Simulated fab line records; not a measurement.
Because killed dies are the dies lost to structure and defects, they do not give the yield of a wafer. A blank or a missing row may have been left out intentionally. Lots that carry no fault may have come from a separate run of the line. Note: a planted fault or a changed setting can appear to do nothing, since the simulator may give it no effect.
fab line records	flow n5Finfet
record lots=7	wafers=21
route steps=1938 shown SD_EPI_N@273 SDB@353 HKMG_FIN@392 GATE_CUT@500 MOL_CONTACT_COAG@538
startH: the number of hours between the record's first day and the start of the first shown wafer of the lot	waitH: time in hours since the lot's previous step	" unchanged from the row above	L1.1+2: one row covering several wafers at once	- no value present, or no start provided	* or withheld: withheld	< > ~ a bound
route shown NAME@n: names a module that has steps shown in the file, with the first one's number in the route	usual: the fault-free wafers' mean and standard deviation	same: alike in all rows	chamber/n: place in a boat	sites: each site's reading	_std_site: standard deviation of those values	_edge_site: outer sites' mean less inner sites'	radiusMm: for every site, how far away it sits from the centre of the wafer	mask NAME#n: copy n	behind: the most recent tool/chamber to have shaped the wafer	hold: the reason the lot was held/the length of the hold in hours/how it ended	device: which transistor (n, p or np) failed to switch	end of line: the same wafers' tests at the end of the route	a step given without rows: its recipe and nothing more	killed: dies lost to structure and defects at the first sort, not the wafer's yield	map: per-die view of a wafer (x killed, . not killed, _ where there is no die)
set.NAME: the setting as run; set.NAME@STEP: as run at that earlier step	model.NAME: the simulator's own value behind a step, which no gauge read
lots with deliberately changed settings; one table per step, one row per wafer
## steps
# step N5_SD_EPI_N_DESCUM_14
# recipe chemistry=O2	timeS=7.9	sourcePowerW=50	biasPowerW=20	pressureMtorr=20	rfFrequencyHz=2.712e+07	tempC=40	resist=CAR-ArF-block	o2FlowSccm=225
lot.wafer	tool	chamber	startH	waitH	set.timeS	set.pebTimeS@SD_EPI_N_PEB_07	model.SD_EPI_N.cdNm
L076.1+4+5	rieDiel-03	0,2,3	62.86	0.6	7.9	60	119.2
L084.1	rieDiel-04	0	110.58	0.1	9.164	51.36	114.2
L084.4	"	1	"	"	7.9	60	120
L084.5	"	0	"	"	7.9	60	119.8
L085.1	rieDiel-04	1	117.60	0.0	6.465	53.49	116.6
L085.3	"	2	"	"	6.465	60	119.8
L085.5	"	2	"	"	6.465	60	121.2
L086.2	rieDiel-03	2	125.50	0.0	7.9	60	119.4
L086.4	"	0	"	"	7.9	60	119.8
L086.5	"	3	"	"	7.9	52.44	113.4
L088.1	rieDiel-03	1	131.76	0.2	9.534	55.38	116.4
L088.4	"	0	"	"	7.9	60	120
L088.6	"	3	"	"	9.534	55.38	116
L089.2	rieDiel-01	2	137.51	0.0	7.9	60	118.8
L089.3	"	3	"	"	7.9	60	119
L089.6	"	2	"	"	7.9	60	119.2
L091.1	rieDiel-04	0	150.81	0.3	6.92	56.34	118
L091.4	"	1	"	"	6.92	60	119.2
L091.6	"	3	"	"	7.9	60	120.2
# step N5_SD_EPI_N_ETCH_34
# recipe chemistry=CF4	target=SiARC	targetDepthA=455	maskMaterial=CAR-ArF-block	timeS=75.8	ionEnergyEv=80	pressureMtorr=40	sourceW=545	biasW=36	Ar_flow_sccm=100	cf4FlowSccm=100	ends=cleared
# step N5_SD_EPI_N_ETCH_35
# recipe chemistry=N2/H2	target=SOC	overetchA=1080	maskMaterial=SiARC	tempC=40	ionEnergyEv=100	sourceW=3000	biasW=133	pressureMtorr=20	timeS=486	n2FlowSccm=200	h2FlowSccm=200
lot.wafer	tool	chamber	startH	waitH	set.pebTimeS@SD_EPI_N_PEB_07	model.SD_EPI_N.cdNm
L076.1+4	rieDiel-03	0,2	62.95	0.0	60	119.4
L076.5	"	3	"	"	60	119.8
L084.1	rieDiel-04	0	110.67	0.0	51.36	113.8
L084.4	"	1	"	"	60	121
L084.5	"	0	"	"	60	120.2
L085.1	rieDiel-04	1	117.69	0.0	53.49	116.4
L085.3	"	2	"	"	60	119.4
L085.5	"	2	"	"	60	120.6
L086.2	rieDiel-03	2	125.59	0.0	60	117.8
L086.4	"	0	"	"	60	119.2
L086.5	"	3	"	"	52.44	112.8
L088.1	rieDiel-03	1	131.85	0.0	55.38	115.4
L088.4	"	0	"	"	60	120.2
L088.6	"	3	"	"	55.38	116
L089.2	rieDiel-01	2	137.60	0.0	60	117.6
L089.3	"	3	"	"	60	119
L089.6	"	2	"	"	60	118.2
L091.1	rieDiel-04	0	150.90	0.0	56.34	117
L091.4	"	1	"	"	60	120
L091.6	"	3	"	"	60	120.6
# step N5_SD_EPI_N_STRIP_36
# recipe chemistry=N2/H2	tempC=40	n2FlowSccm=200	h2FlowSccm=200	rfFrequencyHz=6e+07
# step N5_SD_EPI_N_ETCHBACK_44
# recipe chemistry=CH3F/O2	mode=anisotropicEtchback	target=SiNx	targetDepthA=145	stopOn=SiO2	overEtchFrac=0.3	ionEnergyEv=120	pressureMtorr=30	sourceW=395	biasW=73	Ar_flow_sccm=150	CH3F_flow_sccm=30	O2_flow_sccm=20
# step N5_SD_EPI_N_ETCH_45
# recipe chemistry=CH3F/O2	target=SiOCN	targetDepthA=60	maskMaterial=SOC	ionEnergyEv=60	biasW=29	pressureMtorr=15	sourceW=410	Ar_flow_sccm=150	CH3F_flow_sccm=30	O2_flow_sccm=20
lot.wafer	tool	chamber	startH	waitH	set.pebTimeS@SD_EPI_N_PEB_07	model.SD_EPI_N.cdNm
L076.1	rieDiel-03	0	63.37	0.1	60	119.6
L076.4	"	2	"	"	60	119.4
L076.5	"	3	"	"	60	120
L084.1	rieDiel-04	0	111.09	0.1	51.36	113.8
L084.4	"	1	"	"	60	121
L084.5	"	0	"	"	60	120
L085.1	rieDiel-04	1	118.12	0.1	53.49	116.6
L085.3	"	2	"	"	60	119.6
L085.5	"	2	"	"	60	120.8
L086.2	rieDiel-03	2	126.02	0.1	60	118
L086.4	"	0	"	"	60	119.4
L086.5	"	3	"	"	52.44	112.8
L088.1	rieDiel-03	1	132.27	0.1	55.38	115.4
L088.4	"	0	"	"	60	120.2
L088.6	"	3	"	"	55.38	116
L089.2	rieDiel-01	2	138.03	0.1	60	117.6
L089.3	"	3	"	"	60	119.2
L089.6	"	2	"	"	60	118.2
L091.1	rieDiel-04	0	151.33	0.1	56.34	117
L091.4	"	1	"	"	60	120
L091.6	"	3	"	"	60	120.6
# step N5_SDB_EXPOSE_08
# recipe maskId=SDB	na=1.35	sourceShape=conventional	sigmaOuter=0.5	polarization=unpolarized	doseMj=49.6
lot.wafer	tool	chamber	startH	waitH	mask	set.doseMj
L076.1+5	arfiScanner-02	0	79.00	-	SDB#0	48.5
L076.4	"	0	"	"	SDB#0	49.6
L084.1+5	arfiScanner-03	0	126.30	-	SDB#0	49.6
L084.4	"	0	"	"	SDB#0	51.77
L085.1+3	arfiScanner-02	0	135.09	-	SDB#0	49.6
L085.5	"	0	"	"	SDB#0	46.66
L086.2	arfiScanner-01	0	143.59	-	SDB#0	51.94
L086.4+5	"	0	"	"	SDB#0	49.6
L088.1+4	arfiScanner-02	0	150.06	-	SDB#0	49.6
L088.6	"	0	"	"	SDB#0	46.43
L089.2+3+6	arfiScanner-01	0	157.40	-	SDB#0	49.6
L091.1+6	arfiScanner-03	0	169.38	-	SDB#0	51.18
L091.4	"	0	"	"	SDB#0	49.6
# step N5_SDB_PEB_09
# recipe pebTempC=withheld	pebTimeS=60	resist=CAR-ArF
# step N5_SDB_DEVELOP_10
# recipe developTimeS=30	developer=TMAH	resist=CAR-ArF	rinseLiquid=diw	dry=airSpin	devTempC=23
# step N5_SDB_CD_MEAS_11
# recipe targetCdNm=50	landingEnergyEv=500	detector=seInlens	polarity=opening
# usual cdNm=49.6/1.3
lot.wafer	tool	chamber	startH	waitH	set.doseMj@SDB_EXPOSE_08	cdNm
L076.1	cdSem-01	0	79.12	-	48.5	48.0
L076.4	"	0	"	"	49.6	48.4
L076.5	"	0	"	"	48.5	47.8
L084.1	cdSem-01	0	126.42	-	49.6	51.6
L084.4	"	0	"	"	51.77	55.6
L084.5	"	0	"	"	49.6	51.1
L085.1	cdSem-01	0	135.21	-	49.6	47.3
L085.3	"	0	"	"	49.6	50.3
L085.5	"	0	"	"	46.66	41.2
L086.2	cdSem-01	0	143.71	-	51.94	54.8
L086.4	"	0	"	"	49.6	49.4
L086.5	"	0	"	"	49.6	49.6
L088.1	cdSem-03	0	150.19	-	49.6	46.9
L088.4	"	0	"	"	49.6	49.0
L088.6	"	0	"	"	46.43	41.3
L089.2	cdSem-01	0	157.52	-	49.6	50.2
L089.3	"	0	"	"	49.6	50.9
L089.6	"	0	"	"	49.6	51.2
L091.1	cdSem-01	0	169.51	-	51.18	53.7
L091.4	"	0	"	"	49.6	49.7
L091.6	"	0	"	"	51.18	53.8
# step N5_SDB_ETCH_18
# recipe chemistry=N2/H2	target=SOC	targetDepthA=1000	overetchA=200	maskMaterial=SiARC	tempC=40	timeS=150	ionEnergyEv=200	pressureMtorr=30	sourceW=840	biasW=150	n2FlowSccm=200	h2FlowSccm=200
lot.wafer	tool	chamber	startH	waitH	set.timeS	model.SiARC_of_SDB_COAT_04.thkNm
L076.1	rieDiel-04	3	79.28	0.0	122.2	13.6
L076.4+5	"	1	"	"	150	12.6
L084.1	rieDiel-03	0	126.58	0.0	170.9	12.2
L084.4	"	2	"	"	170.9	12
L084.5	"	3	"	"	150	13
L085.1	rieDiel-03	3	135.39	0.0	150	13
L085.3	"	1	"	"	171.1	12.2
L085.5	"	1	"	"	150	12.8
L086.2	rieDiel-04	1	143.87	0.0	129.2	13.4
L086.4+5	"	2	"	"	150	12.6
L088.1+4+6	rieDiel-04	3,2,3	150.34	0.0	150	12.8
L089.2+3	rieDiel-01	1,2	157.68	0.0	150	12.6
L089.6	"	0	"	"	150	13
L091.1	rieDiel-04	3	169.67	0.0	150	12.6
L091.4	"	1	"	"	118.4	13.6
L091.6	"	0	"	"	150	12.8
# step N5_HKMG_FIN_COAT_43
# recipe resist=CAR-ArF	spinRpm=1500	resistThkNm=90
lot.wafer	tool	chamber	startH	waitH	set.spinRpm	model.CAR-ArF_of_HKMG_FIN_COAT_43.thkNm
L076.1+4	lithoTrack-04	0	-	-	1653	86
L076.5	"	0	"	"	1500	90.4
L084.1+4	lithoTrack-05	0	-	-	1500	90.4
L084.5	"	0	"	"	1500	90.2
L085.1	lithoTrack-04	0	-	-	1430	92
L085.3	"	0	"	"	1430	92.2
L085.5	"	0	"	"	1500	90.2
L086.2	lithoTrack-03	0	-	-	1599	87
L086.4	"	0	"	"	1599	87.4
L086.5	"	0	"	"	1500	89.6
L088.1+4	lithoTrack-03	0	-	-	1500	89.8
L088.6	"	0	"	"	1564	88.2
L089.2+6	lithoTrack-04	0	-	-	1500	90.4
L089.3	"	0	"	"	1500	90.6
L091.1+4	lithoTrack-05	0	-	-	1397	93.4
L091.6	"	0	"	"	1500	90.2
# step N5_HKMG_FIN_EXPOSE_46
# recipe maskId=NDIPOLE	na=1.35	sourceShape=conventional	sigmaOuter=0.8	polarization=unpolarized	doseMj=40
lot.wafer	tool	chamber	startH	waitH	mask	set.doseMj
L076.1+4	arfiScanner-03	0	84.49	-	NDIPOLE#0	40
L076.5	"	0	"	"	NDIPOLE#0	38.64
L084.1+5	arfiScanner-03	0	132.77	-	NDIPOLE#0	40
L084.4	"	0	"	"	NDIPOLE#0	38.8
L085.1	arfiScanner-02	0	140.78	-	NDIPOLE#0	41.04
L085.3+5	"	0	"	"	NDIPOLE#0	40
L086.2	arfiScanner-02	0	149.12	-	NDIPOLE#0	37.82
L086.4+5	"	0	"	"	NDIPOLE#0	40
L088.1+4	arfiScanner-01	0	156.22	-	NDIPOLE#0	41.08
L088.6	"	0	"	"	NDIPOLE#0	40
L089.2+3+6	arfiScanner-03	0	163.00	-	NDIPOLE#0	40
L091.1	arfiScanner-03	0	174.76	-	NDIPOLE#0	42.62
L091.4+6	"	0	"	"	NDIPOLE#0	40
# step N5_HKMG_FIN_PEB_47
# recipe pebTempC=withheld	pebTimeS=60	resist=CAR-ArF
# step N5_HKMG_FIN_DEVELOP_48
# recipe developTimeS=30	developer=TMAH	resist=CAR-ArF	rinseLiquid=diw	dry=airSpin	devTempC=23
# step N5_HKMG_FIN_CD_MEAS_49
# recipe targetCdNm=202	landingEnergyEv=500	detector=seInlens	polarity=opening
# usual cdNm=202.3/0.65
lot.wafer	tool	chamber	startH	waitH	set.doseMj@HKMG_FIN_EXPOSE_46	cdNm
L076.1	cdSem-03	0	84.62	-	40	202.2
L076.4	"	0	"	"	40	202.8
L076.5	"	0	"	"	38.64	199.4
L084.1	cdSem-02	0	132.89	-	40	202.9
L084.4	"	0	"	"	38.8	201.2
L084.5	"	0	"	"	40	203.0
L085.1	cdSem-02	0	140.90	-	41.04	204.0
L085.3	"	0	"	"	40	202.3
L085.5	"	0	"	"	40	201.9
L086.2	cdSem-01	0	149.24	-	37.82	200.3
L086.4	"	0	"	"	40	203.3
L086.5	"	0	"	"	40	202.6
L088.1	cdSem-03	0	156.34	-	41.08	205.2
L088.4	"	0	"	"	41.08	203.9
L088.6	"	0	"	"	40	202.9
L089.2	cdSem-02	0	163.12	-	40	204.0
L089.3	"	0	"	"	40	202.3
L089.6	"	0	"	"	40	202.9
L091.1	cdSem-02	0	174.89	-	42.62	207.6
L091.4	"	0	"	"	40	202.6
L091.6	"	0	"	"	40	201.8
# step N5_HKMG_FIN_DESCUM_53
# recipe chemistry=O2	timeS=7.9	sourcePowerW=50	biasPowerW=20	pressureMtorr=20	rfFrequencyHz=2.712e+07	tempC=40	resist=CAR-ArF	o2FlowSccm=225
# step N5_HKMG_FIN_ETCH_54
# recipe chemistry=CF4	target=SiARC	targetDepthA=455	maskMaterial=CAR-ArF	timeS=75.8	ionEnergyEv=80	pressureMtorr=40	sourceW=545	biasW=36	Ar_flow_sccm=100	cf4FlowSccm=100	ends=cleared
lot.wafer	tool	chamber	startH	waitH	set.spinRpm@HKMG_FIN_COAT_43	model.CAR-ArF_of_HKMG_FIN_COAT_43.thkNm
L076.1+4	rieDiel-03	1,3	85.32	0.0	1653	46.8
L076.5	"	3	"	"	1500	51
L084.1+4	rieDiel-01	3,0	133.02	0.0	1500	51.2
L084.5	"	1	"	"	1500	50.8
L085.1	rieDiel-01	1	141.52	0.0	1430	52.8
L085.3	"	2	"	"	1430	53.2
L085.5	"	2	"	"	1500	51.2
L086.2	rieDiel-01	0	149.36	0.0	1599	48
L086.4	"	1	"	"	1599	48.4
L086.5	"	2	"	"	1500	50.6
L088.1	rieDiel-03	3	156.47	0.0	1500	50.6
L088.4	"	0	"	"	1500	50.4
L088.6	"	3	"	"	1564	48.8
L089.2	rieDiel-03	0	163.25	0.0	1500	51.2
L089.3	"	1	"	"	1500	51.6
L089.6	"	3	"	"	1500	51.4
L091.1	rieDiel-04	3	175.01	0.0	1397	54.2
L091.4	"	0	"	"	1397	54.4
L091.6	"	0	"	"	1500	51
# step N5_GATE_CUT_CUT_ETCH_53
# recipe chemistry=SF6/Cl2	target=W	maskMaterial=SiO2	targetDepthA=792	pressureMtorr=8	icpW=900	biasW=80	SF6_flow_sccm=40	Cl2_flow_sccm=60	ends=cleared
# usual etchRfOnTimeS=25.9/0.51
lot.wafer	tool	chamber	startH	waitH	set.icpW	etchRfOnTimeS
L076.1	rieMetal-01	0	100.66	0.1	900	26.5
L076.4	"	1	"	"	900	25.1
L076.5	"	1	"	"	900	25.2
L084.1	rieMetal-03	0	145.34	0.1	1032	23.2
L084.4	"	1	"	"	900	25.5
L084.5	"	0	"	"	900	26.2
L085.1	rieMetal-01	1	153.55	0.1	900	25.0
L085.3	"	1	"	"	900	25.2
L085.5	"	1	"	"	900	25.0
L086.2	rieMetal-02	0	161.63	0.1	900	26.2
L086.4	"	1	"	"	900	26.0
L086.5	"	1	"	"	900	25.8
L088.1	rieMetal-03	1	168.70	0.1	900	25.3
L088.4	"	1	"	"	900	25.4
L088.6	"	0	"	"	900	26.3
L089.2	rieMetal-03	0	175.94	0.1	900	26.6
L089.3	"	1	"	"	900	25.5
L089.6	"	0	"	"	900	26.7
L091.1	rieMetal-01	0	186.99	0.1	900	26.5
L091.4	"	1	"	"	1060	22.1
L091.6	"	1	"	"	1060	22.2
# step N5_MOL_CONTACT_COAG_ETCH_110
# recipe chemistry=CF4/O2	target=Si	targetDepthA=25	timeS=8	pressureMtorr=100	sourceW=200	biasW=12	ionEnergyEv=60	Ar_flow_sccm=100	cf4FlowSccm=100	O2_flow_sccm=10
# usual rfVppV=127.0/2.8
lot.wafer	tool	chamber	startH	waitH	set.biasW	rfVppV
L076.1	rieDiel-04	1	105.08	0.0	12	129.6
L076.4	"	0	"	"	10.78	116.9
L076.5	"	3	"	"	10.78	117.9
L084.1	rieDiel-03	0	149.44	0.0	12	125.4
L084.4	"	3	"	"	12	122.1
L084.5	"	2	"	"	12	125.8
L085.1	rieDiel-01	2	157.43	0.0	13.24	141.2
L085.3	"	1	"	"	12	125.7
L085.5	"	0	"	"	13.24	134.2
L086.2	rieDiel-01	0	165.30	0.0	12	124.3
L086.4	"	2	"	"	14.04	148.5
L086.5	"	1	"	"	12	126.7
L088.1	rieDiel-01	1	172.41	0.0	12	128.0
L088.4	"	0	"	"	11.27	116.6
L088.6	"	3	"	"	11.27	117.6
L089.2	rieDiel-01	1	180.41	0.0	12	126.4
L089.3	"	2	"	"	12	130.6
L089.6	"	2	"	"	12	130.4
L091.1	rieDiel-01	1	190.78	0.0	13.7	140.7
L091.4	"	3	"	"	13.7	137.4
L091.6	"	1	"	"	12	126.4
# step N5_MOL_CONTACT_COAG_ETCHBACK_135
# recipe chemistry=CHF3	target=SiO2	targetDepthA=250	timeS=16.7	ionEnergyEv=200	pressureMtorr=30	sourceW=610	biasW=170	Ar_flow_sccm=200	CHF3_flow_sccm=50
lot.wafer	tool	chamber	startH	waitH	set.timeS	model.SOC_of_MOL_CONTACT_COAG_COAT_75.thkNm
L076.1+4+5	rieDiel-01	2,1,2	114.81	0.0	16.7	57.6
L084.1	rieDiel-04	3	159.54	0.0	16.7	57.4
L084.4+5	"	2	"	"	19.23	57
L085.1	rieDiel-03	2	166.72	0.0	13.18	57.6
L085.3	"	3	"	"	13.18	57.8
L085.5	"	1	"	"	16.7	57.2
L086.2	rieDiel-03	1	174.87	0.0	16.7	57.6
L086.4	"	2	"	"	14.39	58
L086.5	"	1	"	"	14.39	57.8
L088.1+6	rieDiel-01	2,0	182.32	0.0	16.7	57.4
L088.4	"	1	"	"	14.54	57.6
L089.2+3	rieDiel-03	1,2	195.48	0.0	16.7	57.2
L089.6	"	0	"	"	16.7	57.4
L091.1+6	rieDiel-04	3,2	200.91	0.0	19.91	57
L091.4	"	2	"	"	19.91	56.8
# step N5_MOL_CONTACT_COAG_COAT_34
# recipe resist=CAR-EUV	spinRpm=1500	resistThkNm=40
lot.wafer	tool	chamber	startH	waitH	set.spinRpm	model.CAR-EUV_of_MOL_CONTACT_COAG_COAT_34.thkNm
L076.1	lithoTrack-04	0	-	-	1500	40.2
L076.4+5	"	0	"	"	1500	40
L084.1+5	lithoTrack-02	0	-	-	1597	38.8
L084.4	"	0	"	"	1500	40
L085.1+5	lithoTrack-02	0	-	-	1374	42
L085.3	"	0	"	"	1500	40.2
L086.2	lithoTrack-04	0	-	-	1500	40
L086.4	"	0	"	"	1656	38.2
L086.5	"	0	"	"	1656	38
L088.1+6	lithoTrack-04	0	-	-	1397	41.4
L088.4	"	0	"	"	1500	40
L089.2	lithoTrack-02	0	-	-	1500	40
L089.3+6	"	0	"	"	1500	40.2
L091.1+4+6	lithoTrack-02	0	-	-	1500	40
# step N5_MOL_CONTACT_COAG_EBR_36
# recipe solvent=PGMEA	ebrWidthMm=1.5
# step N5_MOL_CONTACT_COAG_SOFTBAKE_35
# recipe tempC=110	timeS=60	resist=CAR-EUV
# step N5_MOL_CONTACT_COAG_DESCUM_45
# recipe chemistry=O2	timeS=7	sourcePowerW=50	biasPowerW=20	pressureMtorr=20	rfFrequencyHz=2.712e+07	tempC=40	resist=CAR-EUV	o2FlowSccm=225
# step N5_MOL_CONTACT_COAG_ETCH_65
# recipe chemistry=N2/H2	target=underlayer	targetDepthA=130	maskMaterial=CAR-EUV	timeS=10.4	ionEnergyEv=200	pressureMtorr=30	sourceW=840	biasW=150	n2FlowSccm=200	h2FlowSccm=200	ends=cleared
lot.wafer	tool	chamber	startH	waitH	set.spinRpm@MOL_CONTACT_COAG_COAT_34	model.CAR-EUV_of_MOL_CONTACT_COAG_COAT_34.thkNm
L076.1+4	rieDiel-03	1,2	115.70	0.0	1500	24.6
L076.5	"	0	"	"	1500	24.4
L084.1+5	rieDiel-01	1,3	160.52	0.0	1597	23.2
L084.4	"	3	"	"	1500	24.6
L085.1+5	rieDiel-01	0,1	167.68	0.0	1374	26.6
L085.3	"	3	"	"	1500	24.6
L086.2	rieDiel-01	1	175.72	0.0	1500	24.4
L086.4+5	"	0,1	"	"	1656	22.6
L088.1+6	rieDiel-01	2,3	183.29	0.0	1397	26
L088.4	"	0	"	"	1500	24.4
L089.2	rieDiel-04	0	196.34	0.0	1500	24.6
L089.3+6	"	3,1	"	"	1500	24.8
L091.1	rieDiel-03	0	201.89	0.0	1500	24.4
L091.4+6	"	1,2	"	"	1500	24.6
## key
split step=N5_SD_EPI_N_DESCUM_14	setting=timeS	stated=7.9	by=wafer
response none clear
split step=N5_SDB_EXPOSE_08	setting=doseMj	stated=49.6	by=wafer
response step=N5_SDB_CD_MEAS_11	reading=cdNm	change=+1.09	per=1%	r=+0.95
split step=N5_SDB_ETCH_18	setting=timeS	stated=150	by=wafer
response step=N5_SDB_ETCH_18	reading=model.SiARC_of_SDB_COAT_04.thkNm	change=-0.0517	per=1%	r=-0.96
split step=N5_HKMG_FIN_COAT_43	setting=spinRpm	stated=1500	by=wafer
response step=N5_HKMG_FIN_COAT_43	reading=model.CAR-ArF_of_HKMG_FIN_COAT_43.thkNm	change=-0.419	per=1%	r=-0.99
response step=N5_HKMG_FIN_ETCH_54	reading=model.CAR-ArF_of_HKMG_FIN_COAT_43.thkNm	change=-0.413	per=1%	r=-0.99
split step=N5_HKMG_FIN_EXPOSE_46	setting=doseMj	stated=40	by=wafer
response step=N5_HKMG_FIN_CD_MEAS_49	reading=cdNm	change=+0.702	per=1%	r=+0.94
split step=N5_GATE_CUT_CUT_ETCH_53	setting=icpW	stated=900	by=wafer
response step=N5_GATE_CUT_CUT_ETCH_53	reading=etchRfOnTimeS	change=*	per=1%	r=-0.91
split step=N5_MOL_CONTACT_COAG_ETCH_110	setting=biasW	stated=12	by=wafer
response step=N5_MOL_CONTACT_COAG_ETCH_110	reading=rfVppV	change=+1.2	per=1%	r=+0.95
split step=N5_MOL_CONTACT_COAG_ETCHBACK_135	setting=timeS	stated=16.7	by=wafer
response step=N5_MOL_CONTACT_COAG_ETCHBACK_135	reading=model.SOC_of_MOL_CONTACT_COAG_COAT_75.thkNm	change=-0.0226	per=1%	r=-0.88
split step=N5_MOL_CONTACT_COAG_COAT_34	setting=spinRpm	stated=1500	by=wafer
response step=N5_MOL_CONTACT_COAG_COAT_34	reading=model.CAR-EUV_of_MOL_CONTACT_COAG_COAT_34.thkNm	change=-0.195	per=1%	r=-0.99
response step=N5_MOL_CONTACT_COAG_ETCH_65	reading=model.CAR-EUV_of_MOL_CONTACT_COAG_COAT_34.thkNm	change=-0.208	per=1%	r=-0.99
split outsideThisFile step=N5_SD_EPI_N_PEB_07 setting=pebTimeS
# split outsideThisFile: this setting was split too, and the file shows its column; the key of that split is in another file
